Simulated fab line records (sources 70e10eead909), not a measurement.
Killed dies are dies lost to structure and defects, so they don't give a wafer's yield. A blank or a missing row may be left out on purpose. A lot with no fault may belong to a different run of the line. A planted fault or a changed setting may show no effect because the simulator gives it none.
Chamber matching -- flow nand_harc -- NHARC_P_CONTACT_DESCUM_17 on rie_diel-10: 4 sister chambers
The step chemistry O2, time 3 s. 14 wafers are shown with their chamber, then 7 later ones without.

== WAFERS WITH THEIR CHAMBER ==
wafer,chamber,showerhead_plenum_p_Torr (Torr),drypump_motor_current_A (A),throttle_valve_pct (%)
L075.2,3,1.96,6.2,11.327
L075.3,2,1.87,5.8,11.302
L075.4,0,2.05,5.9,11.310
L077.2,2,1.87,5.7,11.309
L077.5,0,2.05,6.0,11.319
L077.6,3,1.96,6.2,11.314
L080.1,2,1.87,5.7,11.307
L080.4,3,1.96,6.2,11.311
L080.6,0,2.05,6.0,11.305
L081.1,0,2.05,5.9,11.314
L081.2,3,1.95,6.2,11.305
L081.5,1,1.85,5.9,11.289
L085.1,2,1.87,5.7,11.304
L085.2,1,1.85,6.0,11.296

SIGNATURES (averages over the wafers above)
reading,chamber 0,chamber 1,chamber 2,chamber 3,scatter within a chamber
showerhead_plenum_p_Torr,2.0500,1.8500,1.8700,1.9575,0.00274
drypump_motor_current_A,5.950,5.950,5.725,6.200,0.0474
throttle_valve_pct,11.31200,11.29250,11.30550,11.31425,0.00647
Rule: for each reading, subtract the chamber's mean from the wafer's reading, divide by that reading's scatter and square the result; add these up over the readings and take the root, which gives the wafer's distance from the chamber. The wafer belongs to the nearest chamber; if the next one is less than 2 further off, it can't be placed. The scatter: the root of (the sum of the squares of (reading less its chamber's mean) over the shown wafers, divided by (wafers less chambers)).

== WAFERS WITH NO CHAMBER GIVEN ==
wafer,showerhead_plenum_p_Torr (Torr),drypump_motor_current_A (A),throttle_valve_pct (%)
L085.6,1.85,5.9,11.310
L086.1,2.05,5.9,11.307
L086.2,1.95,6.2,11.311
L086.5,1.95,6.2,11.315
L088.1,1.85,6.0,11.320
L088.2,1.87,5.7,11.308
L088.3,2.05,5.9,11.327

== WHICH CHAMBER EACH WENT THROUGH ==
wafer,from the rows above,in truth
L085.6,1,1
L086.1,0,0
L086.2,3,3
L086.5,3,3
L088.1,1,1
L088.2,2,2
L088.3,0,0
Correct placement for 7 of the 7. From these rows, 0 cannot be placed. Placed wrongly: 0.
